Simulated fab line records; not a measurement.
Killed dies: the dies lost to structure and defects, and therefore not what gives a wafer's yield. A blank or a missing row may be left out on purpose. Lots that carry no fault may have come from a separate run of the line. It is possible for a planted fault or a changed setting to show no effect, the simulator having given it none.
8D (eight disciplines) problem report, filled in by code | flow n5 finfet | the parts of the form that need people (team, actions taken, sign-off) are left out

1. WHAT IS WRONG
Mean of run length s at N5_BEOL_M15_COAT_60: 59.34 s across 3 wafers in 3 lots; on wafers with no fault it is 66.05 s (standard deviation 0.18). That is -37 standard deviations from the usual mean.
The step: time 60 s, resist thk 89 nm.
The first sign was on wafer L520.3 at day 18 05:23, on litho track-03. The record has a number at this step for 34 wafers belonging to 12 lots. Rule for "out", or "out of limits": more than 4 standard deviations from the usual mean. The other wafers with a number count as sound.

2. WHAT IT IS, AND WHAT IT ISN'T
question                    | is                                 | is not
which readings at this step | run length s, heater power total W | dispense pressure kPa
which lots                  | L513, L520, L523                   | L501, L502, L503, L504, L506, L507, L508, L512, L524
which wafers of those lots  | L513.3, L520.3, L523.1             | L513.4, L520.5, L523.4, L523.5
read on which tools         | litho track-03                     | litho track-02, litho track-04
when                        | from day 18 05:23                  | up to then (25 sound wafers); but 6 sound wafers of L513, L523, L524 came after

3. THE SUSPECTS, EACH WITH WHAT RULES IT OUT
Counting: any tool at a process step up to the reading remains a suspect provided it ran every lot that is out. Sound lots after the first of them don't rule it out here, since some wafers of a struck lot are sound.
- litho track-03 at N5_BEOL_M15_COAT_60 (time 60 s, resist thk 89 nm): kept. It ran every lot that is out, first L520 (day 18 05:23); its last sound lot up to then is L512 (day 16 23:24). Out on those wafers are its own readings of heater power total W, run length s.
Remaining after the count: litho track-03 at N5_BEOL_M15_COAT_60.

4. THE CAUSE (what the simulator had put in)
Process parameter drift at N5_BEOL_M15_COAT_60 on litho track-03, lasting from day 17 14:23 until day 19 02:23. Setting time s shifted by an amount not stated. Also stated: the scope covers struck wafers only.
Counting left only this tool.

5. THE CHAIN OF EFFECTS, in route order
Each row: a reading where the mean over the struck wafers with a number is more than 3 standard deviations away from the usual. Scope: only readings with a usual standard deviation given in the record; hours: median across lots of the time from each lot's start at the first step in this table that gives one to its start at this step; sigmas: change in usual standard deviations.
hours | step                | reading              | usual   | on struck wafers | change | sigmas
0     | N5_BEOL_M15_COAT_60 | heater power total W | 391.7 W | 422.6            | +30.9  | +24
0     | N5_BEOL_M15_COAT_60 | run length s         | 66.05 s | 59.34            | -6.71  | -37
Here are the process steps it includes:
- N5_BEOL_M15_COAT_60: time 60 s, resist thk 89 nm.
At these later measuring or inspecting steps, every struck wafer for which the step has a row has a number for every such reading, and none has moved that far: N5_BEOL_M15_CD_MEAS_28, N5_BEOL_M15_INSPECT_30.

6. WHAT WOULD HAVE CAUGHT IT SOONER
First out-of-limits reading in this record: day 18 05:23, which is 15 hours after fault onset at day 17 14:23.
